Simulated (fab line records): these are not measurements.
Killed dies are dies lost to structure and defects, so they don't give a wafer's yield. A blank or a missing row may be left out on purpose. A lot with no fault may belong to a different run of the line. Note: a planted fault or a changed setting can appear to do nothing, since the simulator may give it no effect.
Chamber matching -- flow n5-finfet -- rie-diel-02 running N5_BEOL_M13_ETCH_59: 4 sister chambers
The step etches BARC in N2/H2, target depth 89 nm, overetch 26.7 nm, time 67.9 s. 4 wafers are shown with their chamber, then 7 later ones without.

== WAFERS PAIRED WITH THEIR CHAMBERS ==
wafer,chamber,drypump-motor-current-A (A)
L538.4,0,5.1
L538.5,3,5.6
L542.1,1,5.7
L542.2,2,6.0

== WAFERS WHOSE CHAMBER IS MISSING ==
wafer,drypump-motor-current-A (A)
L542.3,5.6
L544.1,5.7
L544.5,5.6
L544.6,5.6
L545.1,6.1
L545.3,5.6
L545.5,6.1

== WHICH CHAMBER EACH WENT THROUGH ==
wafer,from the rows above,in truth
L542.3,can't be placed: 3 or 1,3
L544.1,can't be placed: 1 or 3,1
L544.5,can't be placed: 3 or 1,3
L544.6,can't be placed: 3 or 1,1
L545.1,2,2
L545.3,can't be placed: 3 or 1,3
L545.5,2,2
Correct placement for 2 of the 7. Unplaceable from these rows: 5, with the true chamber sitting among the candidates in 5. 0 placed wrongly.
How it was worked out, from the rows above alone: a wafer's distance from a chamber is the root of the sum, over the readings, of the square of ((its reading less the chamber's mean) divided by the reading's scatter). The wafer belongs to the nearest chamber; if the next one is less than 2 further off, it can't be placed. Each chamber's mean is taken over the wafers shown for it. The scatter (one wafer shown for each chamber): square how far every hidden wafer sits from the nearest shown wafer, average those squares and take the square root.
